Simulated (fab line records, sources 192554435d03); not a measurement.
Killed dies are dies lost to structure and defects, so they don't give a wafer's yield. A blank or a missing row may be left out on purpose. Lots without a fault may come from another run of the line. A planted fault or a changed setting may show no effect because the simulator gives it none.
A struck lot beside a sound one | flow n5_finfet | 38 steps out of a route of 1938
Sound: wafers L356.4, L356.5, L356.6. Struck: wafers L351.1, L351.3, L351.5. The cause comes at the end.
At each step with rows: each side's tool, then ch and its chambers, then its first start. Under that, the readings that differ: sound wafers | struck wafers | difference of the means | sigmas: that difference in standard deviations of wafers without a fault.
alike: readings whose means differ by less than 2 such deviations, and words and numbers that are the same on both sides. not compared: withheld readings, readings that some wafer has no value for, bounds like >300 that may hide the same value, and numbers for which the record gives no deviation and whose values overlap.
The two part at a step that has a row with sigmas, a row that says differs or no value, or rows on one side only. Numbers that don't overlap but have no deviation are shown without sigmas and don't part them. A reading that every wafer of one side lacks parts them only if that side has two wafers or more.

first, 9 steps without rows for these wafers: N5_BEOL_M4_ANNEAL_95 (time 240 s); N5_BEOL_M4_SPUTTER_96 (material Cu, target thk 4.5 nm, time 8.29 s); N5_BEOL_M4_ECD_50 (material Cu, target thk 300 nm); N5_BEOL_M4_ANNEAL_51 (time 90 s); N5_BEOL_M4_CMP_52 (polishes, stops on SiOC, t overpolish 6.8 s, target thk 40 nm); N5_BEOL_M4_PRE_CLEAN_60 (time 15 s); N5_BEOL_M4_CO_CAP_55 (material Co, precursor CCTBA/H2, target thk 2 nm, time 102.1 s); N5_BEOL_M4_PRE_CLEAN_56 (time 15 s); N5_BEOL_M4_DEP_57 (deposits SiCN from 3MS/NH3, target thk 8 nm, time 14 s).
N5_BEOL_M4_RC_MEAS_101:
  sound on prober-01 ch 0, day 13 20:34; struck on prober-02 ch 0, day 12 18:11
  alike: DIBL_N, DIBL_P, IOFF_N, IOFF_P, ION_N, ION_P, SS_N, SS_P, VT_N, VT_P
then, 24 steps without rows for these wafers: N5_BEOL_M5_ILD_DEP_00 (deposits SiCOH lowk from DEMS/porogen, target thk 140.64 nm, time 25.9 s); N5_BEOL_M5_CURE_79 (cures SiCOH lowk, time 240 s); N5_BEOL_M5_PECVD_70 (deposits SiO2 from TEOS/O2, target thk 16 nm, time 18 s); N5_BEOL_M5_HM_DEP_02 (deposits TiN, target thk 20 nm); N5_BEOL_M5_COAT_59 (time 60 s, resist thk 60 nm); N5_BEOL_M5_COAT_60 (time 60 s, resist thk 12 nm); N5_BEOL_M5_COAT_71 (time 60 s, resist thk 5 nm); N5_BEOL_M5_COAT_05 (resist thk 30 nm); N5_BEOL_M5_EBR_07; N5_BEOL_M5_SOFTBAKE_06 (time 60 s); N5_BEOL_M5_EXPOSE_08 (exposes mask M5, target cd 28 nm); N5_BEOL_M5_PEB_09 (peb time 60 s); N5_BEOL_M5_DEVELOP_10 (develop time 30 s); N5_BEOL_M5_DESCUM_16 (chemistry O2, time 7 s); N5_BEOL_M5_ETCH_72 (etches underlayer in N2/H2, target depth 6.5 nm, time 5.2 s); N5_BEOL_M5_ETCH_61 (etches SiARC in CF4, target depth 15.6 nm, time 26 s); N5_BEOL_M5_ETCH_62 (etches SOC in N2/H2, target depth 75 nm, overetch 15 nm, time 112.5 s); N5_BEOL_M5_STRIP_63 (strips in N2/H2); N5_BEOL_M5_STRIP_73 (strips in N2/H2); N5_BEOL_M5_STRIP_64 (strips in CF4); N5_BEOL_M5_HM_OPEN_17 (chemistry Cl2/BCl3, target TiN, target depth 20 nm, overetch 6 nm); N5_BEOL_M5_STRIP_19 (strips in O2); N5_BEOL_M5_COAT_65 (time 60 s, resist thk 60 nm); N5_BEOL_M5_COAT_66 (time 60 s, resist thk 12 nm).
-- the record jumps here: 2 days lie between the struck wafers' starts before and after (it left off in module BEOL_M5 and takes up again in module BEOL_M10, whose first step shown is number 1492 of the route) --
N5_BEOL_M10_STRIP_19: strips in O2.
  sound on rie_diel-03 ch 0,1,2, day 15 21:10; struck on rie_diel-03 ch 1,2, day 14 19:01
  no value came back on the struck wafers for any of 7 readings (bias_power_w (W), chamber_pressure_mTorr (mTorr) and others); on the sound wafers bias_power_w (W) reads 0 0 0
  reading                                   | sound | struck       | difference | sigmas
  model.SOC_of_BEOL_M10_COAT_59.thk_nm (nm) | 0 0 0 | 92 91.8 92.2 | +92        |
  not compared: rf_hours_counter_h
N5_BEOL_M10_ETCH_66: etches SOC in N2/H2, target depth 120 nm, overetch 24 nm, time 180 s.
  sound on rie_diel-03 ch 0,1,2, day 15 22:26; struck on rie_diel-03 ch 1,2, day 14 20:43
  reading                  | sound             | struck            | difference | sigmas
  oes_product_au (a.u.)    | 0.55 0.71 0.64    | 0.93 0.81 0.82    | +0.22      | +3
  model.etch.depth_nm (nm) | 99.98 99.76 100.2 | 146.7 150.1 149.9 | +48.9      |
  alike: drypump_motor_current_A, rf_vpp_V, showerhead_plenum_p_Torr, throttle_valve_pct
  not compared: rf_hours_counter_h
N5_BEOL_M10_VIA_ETCH_34: etches SiCOH lowk in C4F6/O2, target depth 184.5 nm, time 69.2 s.
  sound on rie_diel-03 ch 0,1,2, day 15 22:33; struck on rie_diel-03 ch 1,2, day 14 20:50
  reading               | sound          | struck         | difference | sigmas
  oes_product_au (a.u.) | 0.67 0.89 0.79 | 0.34 0.30 0.30 | -0.47      | -4
  alike: drypump_motor_current_A, rf_vpp_V, showerhead_plenum_p_Torr, throttle_valve_pct
  not compared: rf_hours_counter_h
N5_PASSIVATION_PROBE_49:
  the record has rows for the struck wafers here (prober-02, day 16 18:51) and none for the sound ones

WHERE THEY PART
First at N5_BEOL_M10_STRIP_19; last, within this record, at N5_PASSIVATION_PROBE_49.

WHY: what the simulator had put in
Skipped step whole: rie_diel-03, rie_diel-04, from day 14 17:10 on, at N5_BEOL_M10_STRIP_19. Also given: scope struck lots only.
